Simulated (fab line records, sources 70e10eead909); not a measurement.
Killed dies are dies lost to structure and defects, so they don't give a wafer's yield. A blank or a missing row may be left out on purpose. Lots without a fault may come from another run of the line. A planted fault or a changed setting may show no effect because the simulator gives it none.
Chamber matching | flow nand_harc | NHARC_A_STAIRCASE_CMP_450 on cmp-04: 4 sister chambers
The step polishes SiO2, target thk 200 nm. 20 wafers are shown with their chamber, then 10 later ones without.

WAFERS WITH THEIR CHAMBER
wafer  | chamber | motor_current_A (A)
L075.1 | 3       | 13.3
L075.2 | 1       | 11.9
L075.5 | 3       | 13.3
L082.4 | 2       | 10.8
L082.5 | 1       | 11.5
L082.6 | 2       | 11.2
L083.3 | 3       | 13.5
L083.5 | 2       | 10.6
L083.6 | 1       | 11.1
L086.1 | 0       | 11.4
L086.2 | 3       | 13.0
L086.6 | 2       | 10.6
L088.1 | 2       | 10.6
L088.2 | 1       | 11.7
L088.4 | 3       | 13.2
L089.2 | 0       | 12.4
L089.3 | 2       | 11.9
L089.6 | 3       | 12.7
L091.1 | 1       | 11.6
L091.4 | 3       | 13.1

SIGNATURES (means of the wafers above)
reading         | chamber 0 | chamber 1 | chamber 2 | chamber 3 | scatter within a chamber
motor_current_A | 11.900    | 11.560    | 10.950    | 13.157    | 0.403
Rule: a wafer's distance from a chamber is the root of the sum, over the readings, of the square of ((its reading less the chamber's mean) divided by the reading's scatter). The wafer belongs to the nearest chamber; if the next one is less than 2 further off, it can't be placed. The scatter: the root of (the sum of the squares of (reading less its chamber's mean) over the shown wafers, divided by (wafers less chambers)).

WAFERS WITHOUT THEIR CHAMBER
wafer  | motor_current_A (A)
L091.6 | 11.5
L092.2 | 11.1
L092.3 | 11.3
L092.5 | 10.6
L095.2 | 11.4
L095.4 | 12.0
L095.5 | 13.3
L097.2 | 12.8
L097.3 | 11.9
L097.6 | 11.3

WHICH CHAMBER EACH WENT THROUGH
wafer  | from the rows above          | in truth
L091.6 | can't be placed: 1 or 0 or 2 | 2
L092.2 | can't be placed: 2 or 1 or 0 | 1
L092.3 | can't be placed: 1 or 2 or 0 | 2
L092.5 | can't be placed: 2 or 1      | 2
L095.2 | can't be placed: 1 or 2 or 0 | 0
L095.4 | can't be placed: 0 or 1      | 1
L095.5 | 3                            | 3
L097.2 | can't be placed: 3 or 0      | 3
L097.3 | can't be placed: 0 or 1      | 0
L097.6 | can't be placed: 1 or 2 or 0 | 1
Placed correctly: 1 of 10. Can't be placed from these rows: 9 (the true chamber is among the candidates in 9). Placed wrongly: 0.
